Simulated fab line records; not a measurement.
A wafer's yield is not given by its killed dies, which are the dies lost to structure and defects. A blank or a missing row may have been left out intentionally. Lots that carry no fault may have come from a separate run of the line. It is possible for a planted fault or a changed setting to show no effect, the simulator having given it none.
fab line records    flow n5-finfet
record lots=4  wafers=12  last-day=15
route steps=1938 shown GATE_CUT@491 MOL_CONTACT_COAG@517 PASSIVATION@1936
lots that met no fault: from a run of the same line without faults
start-h: hours from the record's opening day to when the first of the lot's shown wafers began    wait-h: hours elapsed since this lot's preceding step    " the same as in the row above    L1.1+2: a single row standing in for several wafers    - either no value or no given start    * or withheld: withheld    < > ~ a bound
route shown NAME@n: names a module that has steps shown in the file, with the first one's number in the route    usual: mean and standard deviation over wafers with no fault    same: alike in all rows    chamber/n: place in a boat    sites: each site's reading    _std_site: the standard deviation of these    _edge_site: inner sites' mean taken away from outer sites' mean    radius-mm: for every site, how far away it sits from the centre of the wafer    mask NAME#n: copy n    behind: tool/chamber where the wafer was last shaped    hold: reason for holding the lot/hours on hold/outcome of the hold    device: the n, p or np transistor that did not switch    end of line: tests run on the same wafers once the route is complete    for a step that has no rows: nothing shown but its recipe    killed: count of dies lost to structure and defects at first sort (not the wafer's yield)    map: the dies of a wafer, with x for killed, . for not killed, _ for no die there
set.NAME: the setting that was run; set.NAME@STEP: the one run at that earlier step    model.NAME: the simulator's own value behind a step, which no gauge read
lots at selected steps of the route; one table per step, one row per wafer
services: when a tool's chamber went out of use (start-h, in hours from the record's first day, below 0 if earlier), for how many hours, and the reason
## steps
# step N5_GATE_CUT_ETCH_28
# recipe chemistry=N2/H2  target=underlayer  target-depth-a=130  mask-material=CAR-EUV  time-s=10.4  ion-energy-ev=200  pressure-mtorr=30  source-w=840  bias-w=150  n2-flow-sccm=200  h2-flow-sccm=200  ends=cleared
# step N5_GATE_CUT_ETCH_36
# recipe chemistry=CF4  target=SiARC  target-depth-a=130  mask-material=CAR-EUV  time-s=21.7  ion-energy-ev=80  pressure-mtorr=40  source-w=545  bias-w=36  Ar_flow_sccm=100  cf4-flow-sccm=100  ends=cleared
# step N5_GATE_CUT_ETCH_37
# recipe chemistry=N2/H2  target=SOC  target-depth-a=600  overetch-a=120  mask-material=SiARC  temp-c=40  time-s=90  ion-energy-ev=200  pressure-mtorr=30  source-w=840  bias-w=150  n2-flow-sccm=200  h2-flow-sccm=200
# step N5_GATE_CUT_STRIP_38
# recipe chemistry=N2/H2  temp-c=40  n2-flow-sccm=200  h2-flow-sccm=200  rf-frequency-hz=6e+07
# step N5_GATE_CUT_STRIP_39
# recipe chemistry=N2/H2  temp-c=40  n2-flow-sccm=200  h2-flow-sccm=200  rf-frequency-hz=6e+07
# step N5_GATE_CUT_HM_OPEN_40
# recipe chemistry=C4F6/O2  target=SiO2  mask-material=SiARC  target-depth-a=1390  time-s=85.1  ion-energy-ev=250  pressure-mtorr=30  source-w=345  bias-w=185  Ar_flow_sccm=300  C4F6_flow_sccm=10  O2_flow_sccm=10  ends=cleared
# step N5_GATE_CUT_STRIP_41
# recipe chemistry=CF4  resist=SiARC  power-w=300  bias-power-w=75  pressure-mtorr=50  cf4-flow-sccm=150  rf-frequency-hz=6e+07
# step N5_GATE_CUT_STRIP_42
# recipe chemistry=O2  power-w=400  temp-c=40  pressure-mtorr=30  rf-frequency-hz=6e+07  bias-power-w=0  overash-fraction=0.3  o2-flow-sccm=225
# step N5_GATE_CUT_ETCH_19
# recipe chemistry=CH3F/O2  target=SiNx  mask-material=SiO2  target-depth-a=537  time-s=76.7  pressure-mtorr=30  source-w=395  bias-w=73  Ar_flow_sccm=150  CH3F_flow_sccm=30  O2_flow_sccm=20  ion-energy-ev=120  ends=cleared
# step N5_GATE_CUT_CUT_ETCH_53
# recipe chemistry=SF6/Cl2  target=W  mask-material=SiO2  target-depth-a=792  pressure-mtorr=8  icp-w=900  bias-w=80  SF6_flow_sccm=40  Cl2_flow_sccm=60  ends=cleared
# step N5_GATE_CUT_CUT_ETCH_54
# recipe chemistry=Cl2/BCl3  target=TiN  mask-material=SiO2  target-depth-a=967  pressure-mtorr=10  icp-w=1000  bias-w=126  Cl2_flow_sccm=53.25  bcl3-flow-sccm=21.75  Ar_flow_sccm=25  ends=cleared
# step N5_GATE_CUT_CUT_ETCH_55
# recipe chemistry=BCl3  target=HfO2  mask-material=SiO2  target-depth-a=32  ion-energy-ev=30  pressure-mtorr=5  icp-w=450  bias-w=18  bcl3-flow-sccm=80
# step N5_GATE_CUT_ETCH_47
# recipe chemistry=Cl2/BCl3  target=SiO2  target-depth-a=100  pressure-mtorr=10  icp-w=1000  bias-w=126  Cl2_flow_sccm=53.25  bcl3-flow-sccm=21.75  Ar_flow_sccm=25
# usual drypump-motor-current-A=5.5/0.38  oes-product-au=0.79/0.082  rf-fwd-power-W=980/5.3  throttle-valve-pct=22.9/0.37
lot.wafer  tool          chamber  start-h  wait-h  drypump-motor-current-A  oes-product-au  rf-fwd-power-W  rf-hours-counter-h  throttle-valve-pct
L581.1     rie-metal-02  1        81.65    0.0     5.3                      0.89            978             13                  22.7
L581.2     "             0        "        "       5.5                      0.78            985             33                  22.3
L581.6     "             1        "        "       5.2                      0.89            974             -                   22.7
L588.1     rie-metal-02  1        133.63   0.0     5.3                      0.87            973             16                  22.7
L588.5     "             1        "        "       5.2                      0.87            972             -                   22.7
L588.6     "             0        "        "       5.5                      0.77            988             -                   22.3
L593.1     rie-metal-02  0        157.63   0.0     5.5                      0.76            985             39                  22.3
L593.2     "             1        "        "       5.2                      0.85            973             19                  22.7
L593.3     "             0        "        "       5.5                      0.77            987             -                   22.3
L594.1     rie-metal-01  0        165.30   0.0     5.3                      0.74            975             63                  22.6
L594.2     "             1        "        "       6.0                      0.82            977             28                  23.2
L594.5     "             1        "        "       6.1                      0.82            977             -                   23.2
# step N5_GATE_CUT_VAPOR_ETCH_48
# recipe chemistry=BCl3/Cl2  target=TiN  mode=isotropic
# step N5_GATE_CUT_VAPOR_ETCH_49
# recipe chemistry=BCl3/Cl2  target=TiAlC  mode=isotropic
# step N5_GATE_CUT_VAPOR_ETCH_51
# recipe chemistry=BCl3/Cl2  target=HfO2  mode=isotropic
# step N5_GATE_CUT_STRIP_21
# recipe chemistry=N2/H2  time-s=30  power-w=1000  temp-c=250  pressure-mtorr=withheld  n2-flow-sccm=1750  h2-flow-sccm=3250
# step N5_GATE_CUT_STRIP_29
# recipe chemistry=post-etch-residue-remover  time-s=60  temp-c=25  remover-ph=withheld  remover-water-wt-pct=withheld  remover-fluoride-wt-pct=withheld
# step N5_GATE_CUT_SRD_52
# recipe dry=ipa-marangoni  time-s=30  temp-c=23  rinse-liquid=diw
# step N5_GATE_CUT_ALD_22
# recipe material=SiNx  target-thk-a=160  temp-c=400  ald-precursor-family=SiH2I2  ald-co-reactant=N2/H2-plasma  pulse-time-s=1  ald-cycles=320  purge-time-s=2  co-reactant-purge-time-s=2  pressure-torr=2
# step N5_GATE_CUT_CMP_23
# recipe stop-on=SiO2  t-overpolish-s=23.4  post-cmp-clean=alkaline-brush  down-force-psi=2.5  platen-rpm=51.8  pad-velocity-m-s=1.0307  target-thk-nm=16
# step N5_GATE_CUT_CMP_43
# recipe material=SiO2  post-cmp-clean=rinse-only
# step N5_GATE_CUT_CMP_61
# recipe stop-on=SiNx  t-overpolish-s=3  post-cmp-clean=alkaline-brush  down-force-psi=4  platen-rpm=27.09  pad-velocity-m-s=0.539
# step N5_MOL_CONTACT_COAG_COAT_103
# recipe resist=SOC  temp-c=250  time-s=60  spin-rpm=1500  resist-thk-nm=80
# step N5_MOL_CONTACT_COAG_COAT_104
# recipe resist=SiARC  temp-c=220  time-s=60  spin-rpm=1500  resist-thk-nm=12
# step N5_MOL_CONTACT_COAG_COAT_58
# recipe resist=underlayer  temp-c=205  time-s=60  spin-rpm=1500  resist-thk-nm=10
# step N5_MOL_CONTACT_COAG_COAT_02
# recipe resist=CAR-EUV  spin-rpm=1500  resist-thk-nm=30
# step N5_MOL_CONTACT_COAG_EBR_04
# recipe solvent=PGMEA  ebr-width-mm=1.5
# step N5_MOL_CONTACT_COAG_SOFTBAKE_03
# recipe temp-c=110  time-s=60  resist=CAR-EUV
# step N5_MOL_CONTACT_COAG_EXPOSE_05
# recipe mask-id=CA  na=0.33  source-shape=annular  sigma-inner=0.4  sigma-outer=0.8  polarization=unpolarized  defocus-nm=0  dose-mj=38.25
# step N5_MOL_CONTACT_COAG_PEB_06
# recipe peb-temp-c=100  peb-time-s=60  resist=CAR-EUV
# step N5_MOL_CONTACT_COAG_DEVELOP_07
# recipe develop-time-s=30  developer=TMAH  resist=CAR-EUV  rinse-liquid=surfactant-rinse  dry=air-spin  dev-temp-c=23
# step N5_MOL_CONTACT_COAG_DESCUM_13
# recipe chemistry=O2  time-s=7  source-power-w=50  bias-power-w=20  pressure-mtorr=20  rf-frequency-hz=2.712e+07  temp-c=40  resist=CAR-EUV  o2-flow-sccm=225
# step N5_MOL_CONTACT_COAG_ETCH_59
# recipe chemistry=N2/H2  target=underlayer  target-depth-a=130  mask-material=CAR-EUV  time-s=10.4  ion-energy-ev=200  pressure-mtorr=30  source-w=840  bias-w=150  n2-flow-sccm=200  h2-flow-sccm=200  ends=cleared
# step N5_MOL_CONTACT_COAG_ETCH_105
# recipe chemistry=CF4  target=SiARC  target-depth-a=156  mask-material=CAR-EUV  time-s=26  ion-energy-ev=80  pressure-mtorr=40  source-w=545  bias-w=36  Ar_flow_sccm=100  cf4-flow-sccm=100  ends=cleared
# step N5_MOL_CONTACT_COAG_ETCH_106
# recipe chemistry=N2/H2  target=SOC  target-depth-a=800  overetch-a=160  mask-material=SiARC  temp-c=40  time-s=120  ion-energy-ev=200  pressure-mtorr=30  source-w=840  bias-w=150  n2-flow-sccm=200  h2-flow-sccm=200
# step N5_PASSIVATION_PROBE_49
# usual defect-limited-yield=91.3/1.5  killed_at_M0_to_M3=35/10  killed_at_M4_up=13/5.3  killed-at-contacts=12/5.7  killed-at-front-end=39/11  killed-at-other=3.3/2.7  killed-dies=102/18  killed-open=67/13  killed-short=34/7.8  sort_bin_5_function=5.1/1  sort_bin_6_memory=3.3/0.68  sort-n-pass=1078/18  sort-yield-pct=91.3/1.5
# same gross-dies=1180  killed-at-back-side=0  sort_bin_4_leakage[%]=0  sort_bin_8_speed[%]=0
lot.wafer  tool       chamber  start-h  wait-h  defect-limited-yield[%]  killed_at_M0_to_M3  killed_at_M4_up  killed-at-contacts  killed-at-front-end  killed-at-other  killed-dies  killed-open  killed-short  sort_bin_5_function[%]  sort_bin_6_memory[%]  sort-n-pass  sort-yield-pct[%]
L588.1     prober-01  -        308.96   0.0     79.9                     29                  27               26                  152                  3                237          84           38            12.7                    5.5                   943          79.9
L588.5     prober-01  -        309.16   0.2     82.3                     22                  22               21                  141                  3                209          55           34            11.4                    4.4                   971          82.3
L593.2     prober-02  -        352.32   0.1     84.5                     23                  11               5                   134                  10               183          51           26            9.7                     4.1                   997          84.5
# killed by level:class
L588.1 GATE_CUT:unspecified=114 MOL_CONTACT_COAG:geometric-particle:open=21 BEOL_M4:geometric-particle:open=12 FIN_SAQP:geometric-particle:open=11 BEOL_M0_SAQP:geometric-particle:short=9 BEOL_M0_SAQP:geometric-particle:open=6 STI_FIN_REVEAL:geometric-particle:open=5 GATE_CUT:geometric-particle:short=5
L588.5 GATE_CUT:unspecified=118 MOL_CONTACT_COAG:geometric-particle:open=13 MOL_CONTACT_COAG:geometric-particle:short=8 BEOL_M4:geometric-particle:short=7 BEOL_M0_SAQP:geometric-particle:open=6 FIN_SAQP:geometric-particle:open=5 BEOL_M0_SAQP:geometric-particle:short=5 BEOL_M4:geometric-particle:open=5
L593.2 GATE_CUT:unspecified=105 STI_FIN_REVEAL:geometric-particle:open=9 FIN_SAQP:geometric-particle:short=7 BEOL_M0_SAQP:geometric-particle:short=7 FIN_SAQP:geometric-particle:open=6 BEOL_M2:geometric-particle:open=6 BEOL_M4:geometric-particle:open=4 MOL_CONTACT_COAG:geometric-particle:open=3
# map L588.1 (x killed, . not)
_________________xx..........________________
______________x....xx..........._____________
___________.....x.x.......x........__________
__________.....................x...._________
________.............x.......x........_______
_______.......xx......xx....x.....x....______
______..xx.x.x....................x..x.._____
_____...........x.........x.x............____
____...........x......................x.xx___
___x...x..........x........................__
___...........x.......x..........x.........__
__..........x....................x.........._
__.............x....x....x.................x_
_.......x.x.x..x........................x....
_..............x...................xx.......x
_..x.....x.....................x....x........
_.....x...........x...x......x..........x.x..
_.x.........x......xx..xxxxxx...x.x..........
_..............x....x.xxxxxxxx..........x....
_.......x......x..xx.xxxxxxxxxxx...x.....xx.x
_...x....x.........x.xxxxxxxxxxxx....x...xxx.
__..xx.x.....x....xx.xxxxxxxxxxx.x.........._
__...........x.....xxxxxxxxxxxxx.....x..x..._
___.....x...........xxxxxxxxxxx............__
___................x.xxxxxxxxxx....x...x...__
____............x.....xxxxxxxxx.x...x...x.___
_____...x.........x...xxxxxxxxxx.........____
______x...........x.x..xxxxx.x.........._____
_______.................x...........xx.______
________........x...x.....x..........._______
__________....x.......xx.xx.x.x....._________
___________.....x..x..........x.x..__________
______________..x...x...x.....x._____________
_________________x...........________________
# map L593.2 (x killed, . not)
_________________.........x..________________
______________.........x...x..x._____________
___________....x.......x...........__________
__________...................x......_________
________x...............x............x_______
_______...............x........x.......______
______.........x......................x._____
_____.x............x.....................____
____.x........x.........x..............x..___
___............x...........................__
___...........................x.........x..__
__...................x..............xx......_
__.........................x..x............._
_.....x.....x........x.......................
_................x...................x.......
_.........x.x..............x..........x..x...
_...........x...............x...........x.x..
_x.......x.......x...x.x.x.x...x..........x..
_......xx..........x.....xxxx...........x....
_............x.......xxxxxxxxxx...........x..
_....................xxxxxxxxxx........x.....
__..........x......xxxxxxxxxxxx.x..........._
__................x.xxxxxxxxxxxx.x.........._
___..................xxxxxxxxxxx.x.......x.__
___......x.........x.xxxxxxxxxxxxx...x.....__
____...xx.............xxxxxxxxx.x......x..___
_____.............x..xx.xxx.....x.....xx.____
______.............x..xxxxxx.x.x......x._____
_______................x.x.............______
________x........................x..x._______
__________...x..x......x...x........_________
___________........................__________
______________..x..............._____________
_________________......x.x...________________
## services
tool          chamber  start-h  hours  kind
rie-metal-01  -        65.02    0.5    repair
rie-metal-01  -        79.58    2.9    repair
rie-metal-01  0        134.08   6.0    repair
## key
first-sign step=N5_PASSIVATION_PROBE_49  reading=killed-at-front-end  direction=up  sigmas=9.4  usual=39  struck=142
effect step=N5_PASSIVATION_PROBE_49  reading=killed-dies  direction=up  sigmas=6  usual=102  struck=210
more-kills-born-at N5_GATE_CUT_ETCH_47@rie-metal-02=337
met-at N5_GATE_CUT_ETCH_47
struck-wafers L588.1,L588.5,L593.2
onset-between 81.65 133.63
fault kind=chamber-particle-source  tool=rie-metal-02  chamber=1  onset-h=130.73  steps=N5_GATE_CUT_ETCH_47  rate-per-visit-cm2=0.66947  end-h=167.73
